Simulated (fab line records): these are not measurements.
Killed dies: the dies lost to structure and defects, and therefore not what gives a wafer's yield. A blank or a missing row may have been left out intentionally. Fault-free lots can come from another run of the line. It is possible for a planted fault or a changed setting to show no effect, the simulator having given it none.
fab line records	flow n5Finfet
[record] lots = 7	wafers = 19	lastDay = 19
route steps=1938 shown BEOL_M7@1312 PASSIVATION@1936
lots that met no fault: taken from a fault-free run of the same line
startH: start of the lot's first displayed wafer, in hours after the record's first day	waitH: hours elapsed since this lot's preceding step	" unchanged from the row above	L1.1+2: several wafers, shown together as one row	- no value present, or no start provided	* or withheld: withheld	< > ~ a bound
route shown NAME@n: names a module that has steps shown in the file, with the first one's number in the route	usual: mean and standard deviation over wafers with no fault	same: alike in all rows	chamber/n: place in a boat	sites: the reading at each site	_std_site: standard deviation of those values	_edge_site: inner sites' mean taken away from outer sites' mean	radiusMm: for every site, how far away it sits from the centre of the wafer	mask NAME#n: copy n	behind: the tool/chamber that last shaped the wafer	hold: reason for holding the lot/hours on hold/outcome of the hold	device: names the non-switching transistor (n, p or np)	end of line: at the end of the route, the tests of the same wafers	step lacking rows: just its recipe	killed: dies lost to structure and defects at the first sort, not the wafer's yield	map: a wafer's dies, x killed, . not, _ none there
set.NAME: the setting as run; set.NAME@STEP: as run at that earlier step	model.NAME: the simulator's own value behind a step, which no gauge read
lots seen at some steps along the route; tables by step, rows by wafer
services: the hour from which a tool's chamber was out of use, counted from the record's first day as startH (under 0 if before that day), plus the number of hours and why
[[steps]]
[step N5_BEOL_M7_HM_STRIP_39]
[recipe] chemistry = peroxideTinStrip	material = TiN	targetDepthA = 250	tempC = 50	timeS = 158
[step N5_BEOL_M7_SRD_40]
[recipe] timeS = 30	tempC = 23	rinseLiquid = diw	dry = ipaMarangoni
[step N5_BEOL_M7_PRECLEAN_42]
[recipe] chemistry = residueRemover	timeS = 60	tempC = 40
[step N5_BEOL_M7_SRD_43]
[recipe] timeS = 30	tempC = 23	rinseLiquid = diw	dry = ipaMarangoni
[step N5_BEOL_M7_CD_MEAS_35]
[recipe] targetCdNm = 40	polarity = opening
[usual] cdNm = 39.8/0.53
lot.wafer	tool	chamber	startH	waitH	cdNm
L979.1	cdSem-03	-	206.26	0.0	40.6
L979.3	"	-	"	"	39.5
L979.4	"	-	"	"	40.5
L988.1	cdSem-01	-	259.27	0.0	40.3
L988.2	"	-	"	"	39.4
L988.6	"	-	"	"	39.6
L987.1	cdSem-01	-	261.13	0.0	39.7
L987.3	"	-	"	"	39.8
L987.5	"	-	"	"	40.2
L990.4	cdSem-02	-	281.65	0.0	39.1
L990.5	"	-	"	"	40.6
L990.6	"	-	"	"	40.0
L992.5	cdSem-03	-	293.65	0.0	40.9
L992.6	"	-	"	"	39.9
L999.2	cdSem-01	-	360.66	0.0	39.9
L999.4	"	-	"	"	39.8
L999.5	"	-	"	"	40.0
L100.5	cdSem-03	-	363.18	0.0	40.3
L100.6	"	-	"	"	39.7
[step N5_BEOL_M7_CURE_75]
[recipe] tempC = 370	timeS = 120	ambient = DMADMS/He	material = SiCOH_lowk
[usual] lampPowerPct = 52.31/0.061	wafer_temp_C_max = 371.6/0.52
lot.wafer	tool	chamber	startH	waitH	lampPowerPct	wafer_temp_C_max
L979.1	uvCure-03	2	206.33	0.1	52.27	372.0
L979.3	"	2	"	"	52.34	373.6
L979.4	"	2	"	"	52.28	371.6
L988.1	uvCure-03	2	259.31	0.0	52.43	372.2
L988.2	"	2	"	"	52.37	372.0
L988.6	"	2	"	"	52.30	372.4
L987.1	uvCure-02	0	261.17	0.0	52.24	371.5
L987.3	"	0	"	"	52.37	371.9
L987.5	"	0	"	"	52.29	370.8
L990.4	uvCure-03	1	282.43	0.8	52.24	371.6
L990.5	"	1	"	"	52.31	371.6
L990.6	"	1	"	"	52.43	371.7
L992.5	uvCure-03	1	294.14	0.5	52.35	371.2
L992.6	"	1	"	"	52.28	371.9
L999.2	uvCure-03	2	360.79	0.1	52.34	372.6
L999.4	"	2	"	"	52.47	372.3
L999.5	"	2	"	"	52.22	371.3
L100.5	uvCure-01	2	363.42	0.2	52.33	370.7
L100.6	"	2	"	"	52.28	370.8
[step N5_BEOL_M7_DEGAS_44]
[recipe] ambient = vacuum	tempC = 250	timeS = 60
[step N5_BEOL_M7_PRE_CLEAN_45]
[recipe] gas = H2/He	timeS = 30	tempC = 250
[usual] heaterPowerW = 332/28	susceptorTempC = 249.98/0.17
lot.wafer	tool	chamber	startH	waitH	heaterPowerW	susceptorTempC
L979.1	pvdSputter-02	-	206.74	0.0	320	250.07
L979.3	"	-	"	"	372	249.77
L979.4	"	-	"	"	324	250.15
L988.1	pvdSputter-01	-	259.71	0.0	343	249.78
L988.2	"	-	"	"	376	249.66
L988.6	"	-	"	"	342	250.31
L987.1	pvdSputter-03	-	261.53	0.0	294	249.76
L987.3	"	-	"	"	300	249.58
L987.5	"	-	"	"	307	249.91
L990.4	pvdSputter-02	-	283.65	0.0	328	250.04
L990.5	"	-	"	"	321	250.10
L990.6	"	-	"	"	325	249.99
L992.5	pvdSputter-02	-	297.19	0.0	324	249.88
L992.6	"	-	"	"	321	249.85
L999.2	pvdSputter-01	-	363.00	0.0	360	249.99
L999.4	"	-	"	"	339	250.17
L999.5	"	-	"	"	337	250.20
L100.5	pvdSputter-03	-	363.69	0.0	333	250.23
L100.6	"	-	"	"	295	249.99
[step N5_BEOL_M7_ALD_77]
[recipe] material = TaN	targetThkA = 20	tempC = 275	aldPrecursorFamily = PDMAT	aldCoReactant = NH3	pressureTorr = 3	carrierFlowSccm = 1500	pulseTimeS = 2	purgeTimeS = 3	coReactantPurgeTimeS = 2	coReactantPulseTimeS = 3	aldCycles = 40	precursorVesselTempC = 75	precursorVesselPressureTorr = 26.25	precursorVesselCarrierSccm = 1000
[usual] heaterPowerW = 424/48	susceptorTempC = 275.00/0.19
lot.wafer	tool	chamber	startH	waitH	heaterPowerW	susceptorTempC
L979.1	aldMetal-02	3	206.80	0.0	396	274.61
L979.3	"	2	"	"	377	275.04
L979.4	"	1	"	"	419	275.12
L988.1	aldMetal-01	3	259.77	0.0	418	275.39
L988.2	"	1	"	"	335	274.98
L988.6	"	2	"	"	417	275.11
L987.1	aldMetal-04	3	261.61	0.1	380	274.92
L987.3	"	0	"	"	424	274.71
L987.5	"	0	"	"	429	274.86
L990.4	aldMetal-04	3	283.73	0.1	385	275.07
L990.5	"	0	"	"	415	275.23
L990.6	"	1	"	"	452	275.16
L992.5	aldMetal-02	2	297.37	0.2	370	274.82
L992.6	"	1	"	"	418	274.48
L999.2	aldMetal-02	0	363.06	0.0	519	275.23
L999.4	"	1	"	"	419	274.86
L999.5	"	0	"	"	501	275.27
L100.5	aldMetal-04	2	363.86	0.2	432	274.75
L100.6	"	1	"	"	441	275.22
[step N5_BEOL_M7_SURFACE_TREAT_79]
[recipe] gas = Ar	timeS = *	ionEnergyEv = *	ionCurrentMaCm2 = 0.5	pressureMtorr = *	arFlowSccm = 30
[step N5_BEOL_M7_CVD_78]
[recipe] material = Co	targetThkA = 20	tempC = withheld	precursor = CCTBA/H2	pressureTorr = 30	timeS = 142.3
[step N5_BEOL_M7_SPUTTER_48]
[recipe] material = Cu	targetThkA = 100	tempC = -20	biasV = 60	powerW = 26000	chamberPressurePa = 0.13	timeS = 1.667
[usual] cathodeDcPowerW = 25999/4.8	chuckGasFlowSccm = 1.26/0.05	substrateTempC = -20.01/0.1	susceptorTempC = -20.01/0.1	throttleValvePct = 30.3/1.2
lot.wafer	tool	chamber	startH	waitH	cathodeDcPowerW	chuckGasFlowSccm	substrateTempC	susceptorTempC	throttleValvePct
L979.1	pvdSputter-01	-	207.57	0.2	26006	1.24	-20.15	-19.87	31.0
L979.3	"	-	"	"	26011	1.30	-20.24	-20.15	31.3
L979.4	"	-	"	"	25994	1.23	-20.08	-19.97	31.3
L988.1	pvdSputter-01	-	260.24	0.1	25993	1.31	-19.76	-19.93	30.0
L988.2	"	-	"	"	25997	1.21	-19.86	-19.94	31.2
L988.6	"	-	"	"	26005	1.29	-19.92	-20.07	30.9
L987.1	pvdSputter-03	-	262.25	0.2	26001	1.26	-20.06	-19.92	29.4
L987.3	"	-	"	"	26001	1.22	-20.07	-20.08	32.5
L987.5	"	-	"	"	26003	1.25	-20.08	-20.17	32.7
L990.4	pvdSputter-02	-	284.53	0.1	25994	1.24	-19.91	-19.89	28.7
L990.5	"	-	"	"	25993	1.29	-19.89	-19.87	29.0
L990.6	"	-	"	"	25996	1.34	-19.97	-19.98	29.4
L992.5	pvdSputter-03	-	298.02	0.3	26001	1.30	-20.11	-19.96	32.7
L992.6	"	-	"	"	26002	1.23	-20.25	-20.00	29.4
L999.2	pvdSputter-03	-	363.71	0.1	26003	1.30	-20.03	-19.97	29.4
L999.4	"	-	"	"	26009	1.27	-20.00	-20.19	30.2
L999.5	"	-	"	"	25991	1.32	-20.00	-20.03	29.7
L100.5	pvdSputter-03	-	364.33	0.1	26003	1.33	-19.98	-19.98	31.1
L100.6	"	-	"	"	25999	1.33	-19.93	-19.96	30.2
[step N5_BEOL_M7_ECD_50]
[recipe] material = Cu	targetThkA = 3000
lot.wafer	tool	chamber	startH	waitH	model.Cu_of_BEOL_M7_ECD_50.thkNm
L979.1	ecdCu-01	0	207.69	0.1	297
L979.3	"	0	"	"	300.6
L979.4	"	1	"	"	296.4
L988.1	ecdCu-02	0	260.35	0.1	302.2
L988.2	"	1	"	"	306.8
L988.6	"	0	"	"	304.4
L987.1	ecdCu-02	1	262.36	0.1	299.4
L987.3	"	0	"	"	301.8
L987.5	"	1	"	"	136.4
L990.4	ecdCu-02	1	284.68	0.1	300.8
L990.5	"	0	"	"	141.4
L990.6	"	1	"	"	301.2
L992.5	ecdCu-02	1	298.14	0.1	144.6
L992.6	"	0	"	"	303
L999.2	ecdCu-02	1	363.83	0.1	301.8
L999.4	"	0	"	"	301.6
L999.5	"	0	"	"	303
L100.5	ecdCu-02	1	364.45	0.1	302.4
L100.6	"	0	"	"	305
[step N5_BEOL_M7_ANNEAL_51]
[recipe] tempC = 225	timeS = 90	ambient = N2
[usual] annealTempC = 225.06/0.16	wafer_temp_C_max = 226.7/0.47
lot.wafer	tool	chamber	startH	waitH	annealTempC	wafer_temp_C_max
L979.1	rtpAnneal-02	0	207.78	0.1	225.02	226.1
L979.3	"	0	"	"	224.77	226.4
L979.4	"	0	"	"	225.03	226.1
L988.1	rtpAnneal-01	0	260.45	0.1	224.91	226.2
L988.2	"	0	"	"	224.95	226.5
L988.6	"	0	"	"	224.87	226.7
L987.1	rtpAnneal-02	0	262.47	0.1	224.96	226.3
L987.3	"	0	"	"	224.99	226.7
L987.5	"	0	"	"	225.01	226.5
L990.4	rtpAnneal-02	0	284.88	0.2	225.26	226.3
L990.5	"	0	"	"	225.24	226.6
L990.6	"	0	"	"	225.11	226.4
L992.5	rtpAnneal-01	0	298.56	0.4	225.05	227.1
L992.6	"	0	"	"	225.35	227.1
L999.2	rtpAnneal-02	0	363.96	0.1	224.98	226.8
L999.4	"	0	"	"	225.00	226.3
L999.5	"	0	"	"	225.06	226.6
L100.5	rtpAnneal-02	0	364.91	0.4	224.76	226.3
L100.6	"	0	"	"	224.93	226.2
[step N5_BEOL_M7_CMP_52]
[recipe] stopOn = SiCOH_lowk	tOverpolishS = 6.9	downForcePsi = 1	platenRpm = 50	clearingPlatenDownForcePsi = 1.5	clearingPlatenRpm = 50	postCmpClean = cuAlkaline	targetThkNm = 80	clearingPlatenPadVelocityMS = 0.99484	padVelocityMS = 0.99484
[usual] clearingPlatenRpm = 49.999/0.028	motorCurrentA = 6.1/0.53	timeToEndpointS = 62/3
lot.wafer	tool	chamber	startH	waitH	clearingPlatenRpm	motorCurrentA	timeToEndpointS
L979.3	cmp-02	2	208.08	0.2	49.970	6.0	63
L979.1	"	0	"	"	50.036	6.3	62
L979.4	"	1	"	"	49.998	5.4	59
L988.2	cmp-02	0	260.74	0.2	49.986	6.5	67
L988.1	"	2	"	"	49.991	6.4	66
L988.6	"	1	"	"	50.000	5.3	63
L987.1	cmp-02	3	262.85	0.3	49.985	5.5	67
L987.3	"	0	"	"	49.984	6.3	61
L987.5	"	1	"	"	50.052	5.6	26
L990.4	cmp-04	1	285.12	0.2	50.012	6.5	59
L990.6	"	3	"	"	50.021	6.2	58
L990.5	"	0	"	"	50.001	6.0	24
L992.5	cmp-03	3	298.84	0.2	50.024	5.9	31
L992.6	"	0	"	"	50.023	6.6	63
L999.2	cmp-03	3	364.25	0.2	50.017	5.5	63
L999.4	"	1	"	"	50.003	7.0	63
L999.5	"	2	"	"	50.009	5.7	62
L100.5	cmp-03	1	365.18	0.2	49.990	6.9	66
L100.6	"	2	"	"	50.008	5.6	67
[step N5_BEOL_M7_THK_MEAS_53]
[recipe] thkMeasGauge = xrf	reads = Cu_of_BEOL_M7_ECD_50
[usual] M7_THK = 79.8/1.7
lot.wafer	tool	chamber	startH	waitH	M7_THK[nm]
L979.1	filmMetro-02	-	208.37	-	79.5
L979.3	"	-	"	"	80.5
L979.4	"	-	"	"	80.1
L988.1	filmMetro-01	-	261.04	-	80.7
L988.2	"	-	"	"	78.1
L988.6	"	-	"	"	80.4
L987.1	filmMetro-02	-	263.07	-	78.0
L987.3	"	-	"	"	79.1
L987.5	"	-	"	"	83.0
L990.4	filmMetro-02	-	285.34	-	78.0
L990.5	"	-	"	"	78.8
L990.6	"	-	"	"	81.4
L992.5	filmMetro-02	-	298.99	-	80.7
L992.6	"	-	"	"	78.3
L999.2	filmMetro-02	-	364.51	-	80.4
L999.4	"	-	"	"	77.4
L999.5	"	-	"	"	81.3
L100.5	filmMetro-01	-	365.32	-	82.5
L100.6	"	-	"	"	78.3
[step N5_PASSIVATION_PROBE_49]
[usual] defectLimitedYield = 91.0/1.6	killed_at_M0_to_M3 = 35/11	killed_at_M4_up = 14/5.3	killedAtContacts = 13/6.7	killedAtFrontEnd = 41/12	killedAtOther = 3.9/2.7	killedDies = 106/19	killedOpen = 70/14	killedShort = 35/8.8	sort_bin_5_function = 5.3/1	sort_bin_6_memory = 3.3/0.81	sortNPass = 1073/19	sortYieldPct = 91.0/1.6
[same] grossDies = 1180	killedAtBackSide = 0	sort_bin_4_leakage[%] = 0	sort_bin_8_speed[%] = 0
lot.wafer	tool	chamber	startH	waitH	defectLimitedYield[%]	killed_at_M0_to_M3	killed_at_M4_up	killedAtContacts	killedAtFrontEnd	killedAtOther	killedDies	killedOpen	killedShort	sort_bin_5_function[%]	sort_bin_6_memory[%]	sortNPass	sortYieldPct[%]
L979.1	prober-02	-	318.50	0.0	93.0	29	15	6	28	5	83	45	33	4.0	2.7	1097	93.0
L979.3	prober-02	-	318.60	0.1	91.2	34	12	10	46	2	104	74	24	4.8	3.6	1076	91.2
L979.4	prober-02	-	318.65	0.2	90.0	36	12	19	48	3	118	74	37	5.8	3.7	1062	90.0
// killed by level:class
L979.1 BEOL_M0_SAQP:geometricParticle:short=9 BEOL_M2:geometricParticle:open=7 GATE_CUT:geometricParticle:short=6 STI_FIN_REVEAL:geometricParticle:open=5 BEOL_M4:geometricParticle:open=5 MOL_CONTACT_COAG:geometricParticle:open=4 BEOL_M5:geometricParticle:open=4 GATE_CUT:geometricParticle:open=3
L979.3 GATE_CUT:geometricParticle:open=10 BEOL_M2:geometricParticle:open=10 MOL_CONTACT_COAG:geometricParticle:open=9 BEOL_M5:geometricParticle:open=8 FIN_SAQP:geometricParticle:open=7 STI_FIN_REVEAL:geometricParticle:open=7 BEOL_M1:geometricParticle:open=6 FIN_SAQP:geometricParticle:short=5
L979.4 STI_FIN_REVEAL:geometricParticle:open=14 MOL_CONTACT_COAG:geometricParticle:open=14 BEOL_M0_SAQP:geometricParticle:short=8 GATE_CUT:geometricParticle:short=7 GATE_CUT:geometricParticle:open=6 BEOL_M0_SAQP:geometricParticle:open=6 BEOL_M1:geometricParticle:open=6 BEOL_M2:geometricParticle:open=6
[[services]]
tool	chamber	startH	hours	kind
cmp-02	-	185.74	1.9	repair
pvdSputter-02	-	189.66	6.6	repair
aldMetal-02	0	194.64	2.9	repair
cmp-03	-	201.22	11.4	pm
aldMetal-01	-	205.13	8.7	pm
uvCure-02	-	205.35	1.0	pm
uvCure-02	-	215.82	22.2	pm
ecdCu-02	-	218.56	0.8	repair
cmp-03	-	224.16	0.9	repair
ecdCu-01	-	224.25	6.9	repair
aldMetal-01	3	234.58	3.0	repair
cmp-02	-	240.69	4.6	pm
cmp-02	-	270.72	4.0	pm
aldMetal-04	-	285.66	8.7	pm
pvdSputter-03	-	294.50	0.8	repair
cmp-04	-	296.61	0.9	repair
cmp-02	-	303.82	0.9	repair
uvCure-02	-	320.44	7.5	pm
ecdCu-01	-	323.62	1.7	repair
cmp-03	-	324.96	4.0	pm
cmp-02	-	327.71	16.8	pm
cmp-04	-	329.53	6.7	pm
aldMetal-01	-	337.25	14.0	pm
cmp-04	-	341.12	1.1	repair
[[key]]
[firstSign] step = N5_BEOL_M7_CMP_52	reading = timeToEndpointS	direction = down	sigmas = 12	usual = *	struck = *
effect none on later readings
[modelEffect] step = N5_BEOL_M7_ECD_50	value = Cu_of_BEOL_M7_ECD_50.thkNm	without = 301	struck = 140.8
metAt N5_BEOL_M7_ECD_50
struckWafers L987.5,L990.5,L992.5
onsetBetween 260.35 262.36
[fault] kind = processParameterDrift	tool = ecdCu-02	chamber = -	onsetH = 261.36	steps = N5_BEOL_M7_ECD_50	channel = targetThkA	offset = *	shape = step	endH = 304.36	scope = struckWafersOnly	actsIn = *	stated = *
